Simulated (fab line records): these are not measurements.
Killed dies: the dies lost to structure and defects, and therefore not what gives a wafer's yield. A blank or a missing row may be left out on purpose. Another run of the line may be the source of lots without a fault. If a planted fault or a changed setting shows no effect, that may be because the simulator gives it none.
Which of the tools did it? :: flow nand-harc :: 33 wafers from 11 lots sampled at 3 of the route's 1159 steps

WHAT THE GAUGES READ, wafer by wafer
NHARC_P_GATE_CD_MEAS_26: target cd 120 nm.
lot: L191
measured: day 4 15:19
on: cd-sem-03
cd-nm (nm): 120.0 120.3 121.4

lot: L192
measured: day 5 07:52
on: cd-sem-03
cd-nm (nm): 120.5 120.3 120.6

lot: L193
measured: day 5 07:42
on: cd-sem-01
cd-nm (nm): 120.5 120.4 120.1

lot: L195
measured: day 6 00:57
on: cd-sem-01
cd-nm (nm): 120.9 119.1 120.5

lot: L197
measured: day 6 04:17
on: cd-sem-03
cd-nm (nm): 121.5 121.1 121.6

lot: L199
measured: day 6 20:15
on: cd-sem-01
cd-nm (nm): 120.4 120.4 120.8

lot: L200
measured: day 6 21:21
on: cd-sem-03
cd-nm (nm): 107.9 107.1 106.9

lot: L209
measured: day 9 05:56
on: cd-sem-03
cd-nm (nm): 120.5 121.7 121.9

lot: L211
measured: day 9 19:37
on: cd-sem-03
cd-nm (nm): 121.8 121.2 122.1

lot: L212
measured: day 10 04:19
on: cd-sem-02
cd-nm (nm): 120.8 120.3 121.0

lot: L213
measured: day 10 04:46
on: cd-sem-03
cd-nm (nm): 120.9 121.2 121.0

WHICH TOOL RAN EACH LOT (tool, then ch and the chambers of the sampled wafers, then the start)
lot: L191
NHARC_P_STI_ETCH_31: rie-diel-04 ch 0,1,2, day 2 19:20 or earlier
NHARC_P_GATE_EXPOSE_23: arfi-scanner-03 ch 0, day 4 15:11

lot: L192
NHARC_P_STI_ETCH_31: rie-diel-04 ch 1,2, day 3 02:47 or earlier
NHARC_P_GATE_EXPOSE_23: arfi-scanner-03 ch 0, day 5 07:43

lot: L193
NHARC_P_STI_ETCH_31: rie-diel-09 ch 2,3, day 3 02:49 or earlier
NHARC_P_GATE_EXPOSE_23: arfi-scanner-02 ch 0, day 5 07:34

lot: L195
NHARC_P_STI_ETCH_31: rie-diel-01 ch 0,1,3, day 3 19:24 or earlier
NHARC_P_GATE_EXPOSE_23: arfi-scanner-02 ch 0, day 6 00:49

lot: L197
NHARC_P_STI_ETCH_31: rie-diel-04 ch 1,2,3, day 4 06:31 or earlier
NHARC_P_GATE_EXPOSE_23: arfi-scanner-02 ch 0, day 6 04:08

lot: L199
NHARC_P_STI_ETCH_31: rie-diel-09 ch 1,2,3, day 4 21:56 or earlier
NHARC_P_GATE_EXPOSE_23: arfi-scanner-01 ch 0, day 6 20:06

lot: L200
NHARC_P_STI_ETCH_31: rie-diel-04 ch 0,2,3, day 4 22:04 or earlier
NHARC_P_GATE_EXPOSE_23: arfi-scanner-02 ch 0, day 6 21:13

lot: L209
NHARC_P_STI_ETCH_31: rie-diel-04 ch 0,3, day 7 06:15 or earlier
NHARC_P_GATE_EXPOSE_23: arfi-scanner-03 ch 0, day 9 05:47

lot: L211
NHARC_P_STI_ETCH_31: rie-diel-04 ch 0,1, day 7 18:08 or earlier
NHARC_P_GATE_EXPOSE_23: arfi-scanner-02 ch 0, day 9 19:28

lot: L212
NHARC_P_STI_ETCH_31: rie-diel-04 ch 1,2,3, day 8 02:52 or earlier
NHARC_P_GATE_EXPOSE_23: arfi-scanner-01 ch 0, day 10 04:11

lot: L213
NHARC_P_STI_ETCH_31: rie-diel-01 ch 1,2,3, day 8 06:29 or earlier
NHARC_P_GATE_EXPOSE_23: arfi-scanner-02 ch 0, day 10 04:38
- NHARC_P_STI_ETCH_31: etches the open film in CF4/CHF3, target depth 108.9 nm, time 54.5 s.
- NHARC_P_GATE_EXPOSE_23: exposes mask P GATE, target cd 120 nm.

THE ANSWER, worked out from the rows above alone
Rule: what is usual is taken from the lots themselves. Put in order of their means at a reading, lots are off if they are a third of the lots or fewer, leave a main group of 4 or more, and stand apart from it by a gap of 3 or more times the standard deviation of the main group's means; of several such gaps the widest counts. Not used: any main group whose means are identical at the precision the tables above print for the reading. A lot without any number at a reading at which 4 lots or more have one is off too. Where the step has rows for the other lots, those lots are counted as sound.
Off at NHARC_P_GATE_CD_MEAS_26 (cd-nm): L200. The main group has a mean of 120.8 nm with a standard deviation of 0.49.
A tool fits if, at a process step before that reading, it ran every lot that is off, and no sound lot after the first of them. Those tools and the gauges at NHARC_P_GATE_CD_MEAS_26 are tried in the same way. NHARC_P_STI_ETCH_31 gives no start for some lots, so the hours and the order of its lots are those of NHARC_P_STI_OCD_MEAS_43. No candidate that was tried fits.

WHAT THE SIMULATOR HAD PUT IN
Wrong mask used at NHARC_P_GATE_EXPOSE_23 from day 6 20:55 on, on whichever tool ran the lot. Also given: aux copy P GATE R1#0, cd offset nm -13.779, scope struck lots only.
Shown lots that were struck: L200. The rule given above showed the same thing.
